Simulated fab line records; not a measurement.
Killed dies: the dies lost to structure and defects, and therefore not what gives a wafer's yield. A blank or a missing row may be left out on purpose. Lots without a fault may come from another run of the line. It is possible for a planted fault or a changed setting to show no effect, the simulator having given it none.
Problem report in the 8D (eight disciplines) form, filled by code :: flow n5 finfet :: the parts of the form that need people (team, actions taken, sign-off) are left out

## 1. THE ISSUE
At N5_FIN_SAQP_THK_MEAS_05, thk nm averages 20.7 nm over 3 wafers from 2 lots, while fault-free wafers read 37.9 nm, standard deviation 0.55. Measured from the usual mean, that is -31 standard deviations.
Earliest sighting: wafer L308.4 on film metro-02 at day 4 15:18. The record holds 42 wafers of 14 lots with a number at this step. By rule, "out" or "out of limits" means more than 4 standard deviations away from the usual mean. The rest of the wafers with a number are treated as sound.

## 2. WHAT IT IS; WHAT IT IS NOT
question: which readings at this step
is: thk nm
is not: -

question: which lots
is: L308, L309
is not: L297, L298, L299, L300, L301, L312, L313, L315, L316, L317, L318, L319

question: which wafers of those lots
is: L308.4, L308.5, L309.4
is not: L308.1, L309.1, L309.3

question: read on which gauges
is: film metro-02
is not: film metro-01

question: when
is: from day 4 15:18
is not: up to then (16 sound wafers); but 23 sound wafers of L309, L312, L313, L315, L316, L317, L318, L319 came after

## 3. WHAT RULES OUT EACH SUSPECT
Counting: a tool at a process step up to the reading stays a suspect if it ran every lot that is out. Sound lots after the first of them don't rule it out here, since some wafers of a struck lot are sound.
- ruled out: the gauge at N5_FIN_SAQP_THK_MEAS_05. All the wafers that are out were read on film metro-02, but those of them that N5_FIN_SAQP_HM_OPEN_33 has rows for are out there too, on other tools.
- pecvd-01 at N5_FIN_SAQP_HM_DEP_03 (deposits SiNx from SiH4/NH3/N2, target thk 38 nm, time 33.6 s): kept. It processed each lot that is out (first: L308, day 4 15:13); up to then, its last sound lot is L300 (day 2 15:10).
The count leaves pecvd-01 at N5_FIN_SAQP_HM_DEP_03.

## 4. THE CAUSE (what the simulator had put in)
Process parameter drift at N5_FIN_SAQP_HM_DEP_03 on pecvd-01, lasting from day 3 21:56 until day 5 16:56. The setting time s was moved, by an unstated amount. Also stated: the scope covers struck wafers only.
Counting left only this tool.

## 5. THE EFFECT CHAIN, in route order
Each row: a reading whose mean over the struck wafers that have a number lies more than 3 standard deviations from the usual. Only readings for which the record gives a usual standard deviation are gone through. hours: the time from each lot's start at the first step in this table that gives one to its start at this step, as a median over the lots. sigmas: the change in usual standard deviations.
hours: 0
step: N5_FIN_SAQP_THK_MEAS_05
reading: thk nm
usual: 37.9 nm
on struck wafers: 20.7
change: -17.2
sigmas: -31

hours: 8
step: N5_FIN_SAQP_HM_OPEN_33
reading: etch rf on time s
usual: 69.0 s
on struck wafers: 37.4
change: -31.6
sigmas: -24
Process steps it contains:
- N5_FIN_SAQP_HM_OPEN_33: chemistry CH3F/O2, target SiNx, target depth 49.4 nm, time 70.6 s.
Later steps that measure or inspect, where all struck wafers having a row at the step show a number for every such reading and not one has moved that far: N5_BEOL_M4_RC_MEAS_101.

## 6. WHAT WOULD HAVE CAUGHT IT SOONER
The first out-of-limits reading at a measuring or inspecting step in this record came at day 4 15:18, 17 hours after the fault's start at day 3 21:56.
Of the tool readings at N5_FIN_SAQP_HM_DEP_03 for which the record gives a usual standard deviation, none was out on any struck wafer, so an alarm limit of 4 standard deviations on them would not have fired.
Among the 2 lots that are out, L309 began N5_FIN_SAQP_HM_DEP_03 on pecvd-01 after day 4 15:18. It would have been spared by a hold on the tool at that moment.
